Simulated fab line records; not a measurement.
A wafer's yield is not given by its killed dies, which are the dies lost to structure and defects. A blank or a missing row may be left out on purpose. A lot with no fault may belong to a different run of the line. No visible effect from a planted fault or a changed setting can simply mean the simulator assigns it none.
fab line records    flow nand_harc
[record] lots = 6  wafers = 18  last_day = 32
route steps=1302 shown A_CONTACT@1103 A_BLC@1107 END@1302
lots with no fault: from the same line, run without faults
start_h: hours from the record's first day to the start of the lot's first wafer shown    wait_h: time in hours since the lot's previous step    " repeats the value in the row above    L1.1+2: several wafers, shown together as one row    - value missing, or start not given    * or withheld: withheld    < > ~ a bound
route shown NAME@n: a module of which the file shows steps, and the number in the route of the first    usual: average and standard deviation across the fault-free wafers    same: alike in all rows    chamber/n: place in a boat    sites: per-site readings    _std_site: their standard deviation    _edge_site: mean of outer sites minus mean of inner sites    radius_mm: for every site, how far away it sits from the centre of the wafer    mask NAME#n: copy n    behind: the most recent tool/chamber to have shaped the wafer    hold: why the lot was held/for how many hours/how that ended    device: the n, p or np transistor that did not switch    end of line: tests run on the same wafers once the route is complete    a step given without rows: its recipe and nothing more    killed: not the wafer's yield, but the dies lost to structure and defects at the first sort    map: per-die view of a wafer (x killed, . not killed, _ where there is no die)
set.NAME: setting as actually run; set.NAME@STEP: the setting as run at that earlier step    model.NAME: the simulator's own value behind a step, which no gauge read
certain route steps with their lots: each step a table, each wafer a row
services: from which hour (start_h, from the record's first day; less than 0 if before it) a tool's chamber was out of use, for how many hours, and why
[[steps]]
[step NHARC_A_CONTACT_CMP_20]
[recipe] t_overpolish_s = 30  target_thk_nm = 300
[usual] motor_current_A = 11.6/1.3  overpolish_run_s = 30.001/0.0093  retaining_ring_pressure_frac = 0.999/0.0044  slurry_flow_ml_min = 150.0/0.53  time_to_endpoint_s = 60/3.4
lot.wafer  tool    chamber  start_h  wait_h  motor_current_A  overpolish_run_s  retaining_ring_pressure_frac  slurry_flow_ml_min  time_to_endpoint_s
L110.2     cmp-02  1        526.40   0.7     11.8             29.998            0.999                         149.1               61
L110.4     "       2        "        "       10.8             30.012            0.989                         149.9               65
L110.5     "       0        "        "       10.0             30.001            0.998                         149.6               63
L112.2     cmp-01  1        542.55   0.8     12.9             30.003            1.001                         150.0               59
L112.3     "       0        "        "       13.8             29.981            0.998                         150.6               60
L112.6     "       1        "        "       12.2             30.015            1.005                         150.3               55
L121.4     cmp-04  0        624.37   0.4     11.6             29.979            1.006                         150.2               60
L121.6     "       2        "        "       10.8             29.988            1.003                         150.1               65
L121.5     "       3        "        "       13.1             30.002            1.008                         149.1               57
L120.3     cmp-01  3        626.31   0.4     9.6              30.013            1.007                         149.8               57
L120.1     "       0        "        "       13.6             30.005            0.999                         150.2               57
L120.6     "       0        "        "       13.0             30.006            1.002                         149.7               57
L119.4     cmp-01  0        629.94   0.4     13.1             30.012            1.001                         149.4               62
L119.2     "       2        "        "       12.7             30.001            0.997                         150.3               61
L119.6     "       0        "        "       13.3             29.999            0.999                         149.5               58
L128.1     cmp-02  3        714.60   0.8     10.8             29.998            1.003                         149.4               58
L128.3     "       0        "        "       10.1             30.004            1.001                         149.1               57
L128.2     "       1        "        "       12.0             30.001            1.007                         149.9               57
[step NHARC_A_CONTACT_SRD_22]
[step NHARC_A_CONTACT_INSPECT_23]
[usual] raw_defect_count = 573/140
lot.wafer  tool               chamber  start_h  wait_h  raw_defect_count
L110.2     defect_inspect-02  -        526.78   0.1     1011
L110.4     "                  -        "        "       566
L110.5     "                  -        "        "       687
L112.2     defect_inspect-02  -        542.95   0.1     466
L112.3     "                  -        "        "       420
L112.6     "                  -        "        "       304
L121.4     defect_inspect-01  -        624.73   0.1     516
L121.5     "                  -        "        "       365
L121.6     "                  -        "        "       355
L120.1     defect_inspect-01  -        626.72   0.1     522
L120.3     "                  -        "        "       365
L120.6     "                  -        "        "       625
L119.2     defect_inspect-01  -        630.35   0.1     404
L119.4     "                  -        "        "       410
L119.6     "                  -        "        "       545
L128.1     defect_inspect-02  -        714.98   0.1     317
L128.2     "                  -        "        "       380
L128.3     "                  -        "        "       408
[step NHARC_A_BLC_DEHYDRATE_00]
[recipe] temp_c = 150  time_s = 120
[step NHARC_A_BLC_HMDS_01]
[recipe] time_s = 30
[step NHARC_A_BLC_COAT_02]
[recipe] temp_c = 260  time_s = 75
[step NHARC_A_BLC_COAT_03]
[recipe] temp_c = 225  time_s = 65
[step NHARC_A_BLC_COAT_04]
[recipe] spin_rpm = 1500  resist_thk_nm = 90
[step NHARC_A_BLC_SOFTBAKE_05]
[recipe] temp_c = 105  time_s = 55
[step NHARC_A_BLC_EBR_06]
[step NHARC_A_BLC_EXPOSE_07]
[recipe] na = 1.35  target_cd_nm = 100  dose_mj = 67.97  mask_id = A_BLC
[step NHARC_A_BLC_PEB_08]
[recipe] peb_temp_c = 100  peb_time_s = 65
[usual] heater_power_total_W = 156.6/0.43  plate_temp_C = 99.96/0.12  resist_line_temp_C = 22.99/0.1
lot.wafer  tool            chamber  start_h  wait_h  heater_power_total_W  plate_temp_C  resist_line_temp_C
L110.2     litho_track-06  0        527.08   0.1     156.0                 100.05        22.93
L110.4     "               0        "        "       156.9                 100.22        22.89
L110.5     "               0        "        "       157.1                 99.99         22.90
L112.2     litho_track-01  0        543.38   0.1     156.0                 99.89         22.93
L112.3     "               0        "        "       156.7                 99.86         22.83
L112.6     "               0        "        "       156.8                 99.91         22.96
L121.4     litho_track-01  0        625.16   0.0     152.9                 97.81         22.86
L121.5     "               0        "        "       152.9                 98.03         23.05
L121.6     "               0        "        "       152.6                 97.95         23.10
L120.1     litho_track-01  0        627.15   0.1     152.8                 97.98         23.04
L120.3     "               0        "        "       152.3                 98.09         23.13
L120.6     "               0        "        "       153.0                 98.08         23.19
L119.2     litho_track-04  0        630.78   0.1     156.6                 100.04        23.05
L119.4     "               0        "        "       156.3                 99.93         23.00
L119.6     "               0        "        "       157.0                 99.99         23.13
L128.1     litho_track-04  0        715.28   0.1     156.1                 100.03        22.88
L128.2     "               0        "        "       157.1                 100.04        23.02
L128.3     "               0        "        "       157.0                 99.90         22.88
[step NHARC_A_BLC_DEVELOP_09]
[recipe] develop_time_s = 35  dev_temp_c = 23
[step NHARC_A_BLC_CD_MEAS_10]
[recipe] target_cd_nm = 100  landing_energy_ev = 500
[usual] cd_nm = 99.7/0.56
lot.wafer  tool       chamber  start_h  wait_h  cd_nm
L110.2     cd_sem-01  0        527.17   -       99.6
L110.4     "          0        "        "       99.9
L110.5     "          0        "        "       100.3
L112.2     cd_sem-02  0        543.46   -       99.5
L112.3     "          0        "        "       98.8
L112.6     "          0        "        "       99.7
L121.4     cd_sem-01  0        625.24   -       91.9
L121.5     "          0        "        "       92.0
L121.6     "          0        "        "       91.5
L120.1     cd_sem-01  0        627.22   -       92.8
L120.3     "          0        "        "       92.8
L120.6     "          0        "        "       92.9
L119.2     cd_sem-03  0        630.86   -       100.3
L119.4     "          0        "        "       99.6
L119.6     "          0        "        "       100.7
L128.1     cd_sem-01  0        715.36   -       100.1
L128.2     "          0        "        "       100.4
L128.3     "          0        "        "       100.0
[step NHARC_A_BLC_OVL_MEAS_11]
[usual] overlay_x_nm = 0.2/0.86  overlay_y_nm = -0.1/0.94
lot.wafer  tool        chamber  start_h  wait_h  overlay_x_nm  overlay_y_nm
L110.2     overlay-02  -        527.25   -       -0.3          0.1
L110.4     "           -        "        "       -0.6          0.5
L110.5     "           -        "        "       -0.1          0.4
L112.2     overlay-02  -        543.55   -       0.6           0.4
L112.3     "           -        "        "       0.9           0.4
L112.6     "           -        "        "       1.2           0.5
L121.4     overlay-01  -        625.32   -       1.5           -1.7
L121.5     "           -        "        "       1.8           -2.0
L121.6     "           -        "        "       1.0           -1.9
L120.1     overlay-01  -        627.31   -       -1.6          -0.2
L120.3     "           -        "        "       -2.1          0.0
L120.6     "           -        "        "       -1.9          0.8
L119.2     overlay-02  -        630.95   -       -0.6          1.6
L119.4     "           -        "        "       -0.6          1.1
L119.6     "           -        "        "       -1.1          1.0
L128.1     overlay-02  -        715.45   -       1.4           0.6
L128.2     "           -        "        "       1.5           0.5
L128.3     "           -        "        "       1.3           1.2
[step NHARC_A_BLC_INSPECT_12]
[usual] raw_defect_count = 85/36
lot.wafer  tool               chamber  start_h  wait_h  raw_defect_count
L110.2     defect_inspect-02  -        527.29   0.0     66
L110.4     "                  -        "        "       70
L110.5     "                  -        "        "       69
L112.2     defect_inspect-02  -        543.60   0.1     49
L112.3     "                  -        "        "       44
L112.6     "                  -        "        "       37
L121.4     defect_inspect-02  -        625.36   0.0     59
L121.5     "                  -        "        "       63
L121.6     "                  -        "        "       75
L120.1     defect_inspect-01  -        627.35   0.0     50
L120.3     "                  -        "        "       65
L120.6     "                  -        "        "       65
L119.2     defect_inspect-01  -        630.99   0.0     90
L119.4     "                  -        "        "       79
L119.6     "                  -        "        "       84
L128.1     defect_inspect-02  -        715.48   0.0     28
L128.2     "                  -        "        "       22
L128.3     "                  -        "        "       18
[step NHARC_A_BLC_DESCUM_15]
[recipe] time_s = 3  o2_flow_sccm = 200  ar_flow_sccm = 0  bias_power_w = 0  chemistry = O2
[usual] drypump_motor_current_A = 5.7/0.42  o2_flow_sccm = 199.9/0.65  oes_product_au = 1.001/0.0096  rf_vpp_V = 57.7/0.91  showerhead_plenum_p_Torr = 1.89/0.099  throttle_valve_pct = 11.313/0.009
lot.wafer  tool         chamber  start_h  wait_h  drypump_motor_current_A  o2_flow_sccm  oes_product_au  rf_hours_counter_h  rf_vpp_V  showerhead_plenum_p_Torr  throttle_valve_pct  model.A_BLC.cd_nm
L110.4     rie_diel-04  3        527.36   0.1     5.5                      200.0         0.986           8                   58.9      1.91                      11.322              99.69
L110.2     "            1        "        "       6.6                      199.4         1.011           10                  57.2      1.77                      11.299              100.4
L110.5     "            3        "        "       5.5                      200.1         0.986           -                   57.4      1.91                      11.320              99.83
L112.3     rie_diel-09  3        543.66   0.1     5.0                      199.0         0.990           12                  57.2      1.82                      11.297              99.2
L112.2     "            2        "        "       6.3                      200.8         0.999           13                  57.4      1.98                      11.298              99.51
L112.6     "            3        "        "       4.9                      200.0         1.004           -                   56.9      1.82                      11.319              100.1
L121.6     rie_diel-04  0        625.45   0.1     5.3                      199.2         0.992           -                   56.5      1.77                      11.324              91.65
L121.5     "            2        "        "       5.8                      199.8         0.995           -                   57.9      1.79                      11.318              91.52
L121.4     "            3        "        "       5.5                      199.6         1.015           -                   58.4      1.91                      11.309              91.26
L120.1     rie_diel-04  0        627.42   0.1     5.3                      200.3         1.000           6                   57.7      1.77                      11.322              92.26
L120.3     "            3        "        "       5.5                      200.2         1.015           7                   57.5      1.91                      11.312              92.24
L120.6     "            0        "        "       5.3                      198.8         0.986           -                   57.3      1.77                      11.322              92.55
L119.2     rie_diel-04  0        631.06   0.1     5.3                      199.6         0.987           7                   55.9      1.77                      11.317              99.38
L119.4     "            3        "        "       5.5                      199.7         1.007           -                   57.3      1.91                      11.323              98.89
L119.6     "            0        "        "       5.3                      200.3         0.991           -                   57.6      1.77                      11.311              100.1
L128.3     rie_diel-09  2        715.54   0.1     6.3                      199.4         1.005           10                  58.2      1.96                      11.303              100.3
L128.2     "            0        "        "       6.2                      200.2         0.991           12                  56.7      2.02                      11.312              100.2
L128.1     "            1        "        "       5.5                      199.8         1.012           10                  58.0      1.91                      11.311              99.77
[step NHARC_A_BLC_ETCH_16]
[recipe] target_depth_a = 390  over_etch_frac = 0.3  time_s = 65  ion_energy_ev = 80  cf4_flow_sccm = 150  ar_flow_sccm = 0  rf_w = 300  bias_w = 100  chemistry = CF4
[usual] drypump_motor_current_A = 5.7/0.42  oes_product_au = 1.001/0.0093  rf_vpp_V = 151.1/1.4  showerhead_plenum_p_Torr = 1.75/0.084  throttle_valve_pct = 13.283/0.01
lot.wafer  tool         chamber  start_h  wait_h  drypump_motor_current_A  oes_product_au  rf_hours_counter_h  rf_vpp_V  showerhead_plenum_p_Torr  throttle_valve_pct
L110.2     rie_diel-04  2        527.44   0.1     5.8                      0.986           10                  151.2     1.67                      13.277
L110.4     "            0        "        "       5.3                      0.982           9                   149.5     1.65                      13.282
L110.5     "            1        "        "       6.5                      1.012           -                   148.7     1.65                      13.267
L112.2     rie_diel-09  1        543.75   0.1     5.5                      1.000           13                  152.6     1.78                      13.277
L112.3     "            3        "        "       5.0                      0.997           12                  148.9     1.69                      13.264
L112.6     "            1        "        "       5.5                      1.008           -                   150.8     1.78                      13.272
L121.6     rie_diel-04  0        625.55   0.1     5.3                      0.980           -                   149.7     1.65                      13.279
L121.5     "            2        "        "       5.8                      0.991           -                   148.9     1.67                      13.300
L121.4     "            3        "        "       5.5                      1.000           -                   150.9     1.77                      13.279
L120.3     rie_diel-04  3        627.53   0.1     5.5                      1.009           7                   151.0     1.77                      13.269
L120.1     "            0        "        "       5.3                      0.986           6                   148.1     1.65                      13.265
L120.6     "            2        "        "       5.7                      0.992           -                   149.5     1.67                      13.276
L119.2     rie_diel-04  2        631.16   0.1     5.8                      0.988           8                   150.9     1.67                      13.297
L119.6     "            2        "        "       5.8                      0.987           -                   150.6     1.67                      13.277
L119.4     "            3        "        "       5.5                      1.010           -                   151.3     1.77                      13.287
L128.3     rie_diel-09  3        715.63   0.1     5.0                      1.002           13                  151.1     1.67                      13.292
L128.2     "            1        "        "       5.5                      1.009           10                  151.9     1.76                      13.278
L128.1     "            2        "        "       6.3                      0.996           11                  152.2     1.81                      13.295
[step NHARC_A_BLC_ETCH_17]
[recipe] target_depth_a = 3900  over_etch_frac = 0.25  time_s = 609.38  ion_energy_ev = 200  n2_flow_sccm = 150  h2_flow_sccm = 150  ar_flow_sccm = 0  rf_w = 400  bias_w = 150  chemistry = N2/H2
[usual] drypump_motor_current_A = 5.7/0.43  oes_product_au = 0.999/0.0095  rf_vpp_V = 429.8/3  showerhead_plenum_p_Torr = 2.01/0.11  throttle_valve_pct = 14.171/0.0094
lot.wafer  tool         chamber  start_h  wait_h  drypump_motor_current_A  oes_product_au  rf_hours_counter_h  rf_vpp_V  showerhead_plenum_p_Torr  throttle_valve_pct
L110.2     rie_diel-04  3        -        -       5.5                      0.996           9                   432.5     2.04                      14.163
L110.4     "            1        "        "       6.5                      1.017           10                  428.1     1.88                      14.153
L110.5     "            3        "        "       5.5                      0.994           -                   430.2     2.04                      14.181
L112.3     rie_diel-09  2        -        -       6.4                      0.998           13                  432.5     2.11                      14.187
L112.2     "            1        "        "       5.5                      0.996           13                  430.5     2.05                      14.168
L112.6     "            2        "        "       6.3                      1.007           -                   433.1     2.11                      14.159
L121.5     rie_diel-04  2        -        -       5.8                      0.997           -                   426.4     1.91                      14.175
L121.6     "            3        "        "       5.5                      1.010           -                   431.4     2.04                      14.184
L121.4     "            0        "        "       5.3                      0.984           -                   427.8     1.88                      14.158
L120.1     rie_diel-04  3        -        -       5.6                      1.007           7                   431.8     2.04                      14.175
L120.3     "            0        "        "       5.3                      0.993           7                   427.5     1.88                      14.158
L120.6     "            3        "        "       5.5                      1.008           -                   430.9     2.04                      14.156
L119.2     rie_diel-04  3        -        -       5.5                      1.002           8                   430.0     2.04                      14.172
L119.6     "            0        "        "       5.4                      0.987           -                   425.9     1.88                      14.165
L119.4     "            3        "        "       5.5                      1.008           -                   430.2     2.04                      14.183
L128.1     rie_diel-09  3        -        -       5.0                      1.005           13                  427.3     1.92                      14.174
L128.3     "            0        "        "       6.2                      0.988           12                  433.3     2.15                      14.172
L128.2     "            1        "        "       5.5                      0.996           10                  429.8     2.03                      14.171
[step NHARC_A_BLC_ETCH_18]
[recipe] target_depth_a = 9100  c4f8_flow_sccm = 20  o2_flow_sccm = 10  ar_flow_sccm = withheld  rf_w = 600  bias_w = 1500  chemistry = C4F8/O2/Ar
[usual] oes_product_au = 0.951/0.026  rf_vpp_V = 977/6.7
lot.wafer  tool         chamber  start_h  wait_h  oes_product_au  rf_hours_counter_h  rf_vpp_V  model.A_BLC.cd_nm
L110.4     rie_diel-04  2        -        -       0.958           10                  970       99.55
L110.2     "            3        "        "       0.955           9                   978       103
L110.5     "            1        "        "       0.988           -                   968       99.65
L112.3     rie_diel-09  1        -        -       0.984           13                  979       99.22
L112.2     "            2        "        "       0.975           13                  982       98.5
L112.6     "            0        "        "       0.949           -                   986       96.81
L121.6     rie_diel-04  3        -        -       0.933           -                   979       93.89
L121.5     "            0        "        "       0.916           -                   968       94.03
L121.4     "            2        "        "       0.920           -                   970       92.46
L120.1     rie_diel-04  0        -        -       0.919           7                   968       95.31
L120.3     "            2        "        "       0.919           8                   970       94.71
L120.6     "            3        "        "       0.942           -                   979       95.85
L119.2     rie_diel-04  0        -        -       0.910           7                   969       101.5
L119.4     "            2        "        "       0.912           -                   970       102.2
L119.6     "            3        "        "       0.924           -                   978       100.2
L128.2     rie_diel-09  0        -        -       0.969           12                  984       98.69
L128.3     "            1        "        "       0.982           10                  979       101.2
L128.1     "            2        "        "       0.977           11                  982       101.1
[step NHARC_A_BLC_CD_MEAS_19]
[usual] cd_nm = 99.6/2.1
lot.wafer  tool       chamber  start_h  wait_h  cd_nm
L110.2     cd_sem-03  -        528.32   -       102.8
L110.4     "          -        "        "       99.7
L110.5     "          -        "        "       99.6
L112.2     cd_sem-01  -        544.63   -       98.2
L112.3     "          -        "        "       98.9
L112.6     "          -        "        "       97.1
L121.4     cd_sem-01  -        626.58   -       92.5
L121.5     "          -        "        "       93.9
L121.6     "          -        "        "       94.0
L120.1     cd_sem-03  -        628.57   -       95.3
L120.3     "          -        "        "       94.6
L120.6     "          -        "        "       96.2
L119.2     cd_sem-02  -        632.21   -       101.0
L119.4     "          -        "        "       102.6
L119.6     "          -        "        "       100.1
L128.1     cd_sem-02  -        716.50   -       101.3
L128.2     "          -        "        "       98.7
L128.3     "          -        "        "       101.2
[step NHARC_END_SORT_01]
[recipe] temp_c = 25
[usual] killed_at_array = 58/18  killed_at_other = 1.0/1.5  killed_at_periphery = 4/3.1  killed_dies = 64/18  killed_open = 3.4/1.9  killed_short = 2.7/1.7
[same] gross_dies = 677
lot.wafer  tool       chamber  start_h  wait_h  killed_at_array  killed_at_other  killed_at_periphery  killed_dies  killed_open  killed_short
L119.4     prober-02  0        680.81   3.4     52               1                4                    57           1            1
L119.6     prober-02  0        682.44   4.1     51               0                0                    51           1            2
L121.5     prober-01  0        681.55   3.7     47               0                7                    54           5            1
L121.6     prober-01  0        682.36   4.0     41               0                1                    42           1            1
// killed by level:class
L119.4 A_SLIT:chamber_film_flake=25 A_CHANNEL_HOLE_D2:chamber_film_flake=15 A_CHANNEL_HOLE_D1:chamber_film_flake=5 A_STAIRCASE:chamber_film_flake=4 A_CONTACT:chamber_film_flake=3 P_M0:geometric_particle:open=1 P_ZERO_WELL:chamber_film_flake=1 P_STI:chamber_film_flake=1
L121.5 A_CHANNEL_HOLE_D1:chamber_film_flake=38 A_CONTACT:chamber_film_flake=2 P_GATE:geometric_particle:open=1 P_CONTACT:geometric_particle:open=1 P_M0:geometric_particle:open=1 P_M1:geometric_particle:open=1 A_ONON_D1:geometric_particle:short=1 A_CONTACT:geometric_particle:open=1
L121.6 A_CHANNEL_HOLE_D1:chamber_film_flake=32 A_WL_FILL:geometric_particle:short=1 A_BLC:geometric_particle:open=1 P_BONDPAD:chamber_film_flake=1 A_CHANNEL_HOLE_D2:chamber_film_flake=1 A_CHANNEL_FILL_D1:chamber_film_flake=1 A_STAIRCASE:chamber_film_flake=1 A_SGD_CUT:chamber_film_flake=1
L119.6 A_SLIT:chamber_film_flake=29 A_CHANNEL_HOLE_D2:chamber_film_flake=12 A_CHANNEL_HOLE_D1:chamber_film_flake=2 A_CHANNEL_FILL_D2:chamber_film_flake=2 A_ONON_D1:geometric_particle:short=1 A_CHANNEL_FILL_D2:geometric_particle:short=1 A_CONTACT:geometric_particle:open=1 A_CHANNEL_FILL_D1:chamber_film_flake=1
[[services]]
tool            chamber  start_h  hours  kind
cmp-04          -        503.00   4.0    pm
litho_track-01  -        505.00   7.0    pm
cmp-02          -        527.94   4.0    pm
cmp-04          -        528.32   1.3    repair
litho_track-06  -        529.00   7.0    pm
rie_diel-04     -        532.05   9.0    pm
cmp-01          -        533.22   3.2    repair
litho_track-04  -        553.00   7.0    pm
cmp-02          -        558.49   4.0    repair
cmp-02          -        572.22   0.5    repair
cmp-01          -        577.61   4.0    pm
cmp-01          -        596.74   0.4    repair
rie_diel-04     1        618.33   43.9   repair
cmp-02          -        625.94   4.0    pm
cmp-01          -        635.40   2.7    repair
rie_diel-04     0        651.43   3.7    repair
cmp-02          -        664.31   10.7   repair
rie_diel-09     3        667.84   3.0    repair
rie_diel-09     -        672.22   0.8    repair
rie_diel-09     -        674.73   9.0    pm
cmp-01          -        675.61   4.0    pm
litho_track-01  -        680.00   7.0    pm
cmp-01          -        682.37   0.2    repair
rie_diel-04     -        709.05   9.0    pm
[[key]]
[first_sign] step = NHARC_A_BLC_PEB_08  reading = plate_temp_C  direction = down  sigmas = 17  usual = *  struck = *
[effect] step = NHARC_A_BLC_PEB_08  reading = heater_power_total_W  direction = down  sigmas = 9.1  usual = *  struck = *
[effect] step = NHARC_A_BLC_CD_MEAS_10  reading = cd_nm  direction = down  sigmas = 13  usual = 99.7  struck = 92.3
[effect] step = NHARC_A_BLC_CD_MEAS_19  reading = cd_nm  direction = down  sigmas = 2.4  usual = 99.6  struck = 94.4
[model_effect] step = NHARC_A_BLC_DESCUM_15  value = A_BLC.cd_nm  without = 98.9  struck = 91.91
[model_effect] step = NHARC_A_BLC_ETCH_18  value = A_BLC.cd_nm  without = 101.4  struck = 94.38
met_at NHARC_A_BLC_PEB_08
struck_wafers L120.1,L120.3,L120.6,L121.4,L121.5,L121.6
tester_left_out L120,L121
onset_between 543.38 625.16
[fault] kind = process_parameter_drift  tool = litho_track-01  chamber = -  onset_h = 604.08  steps = NHARC_A_BLC_PEB_08  channel = peb_temp_c  offset = *  shape = step  acts_in = *  stated = *
// tester_left_out: of these lots the tester's yield and bins aren't shown, on N5 and GAA mostly nor the transistor test; their killed dies are dies lost to structure and defects alone, not to doping, threshold or leakage, so they don't give the yield
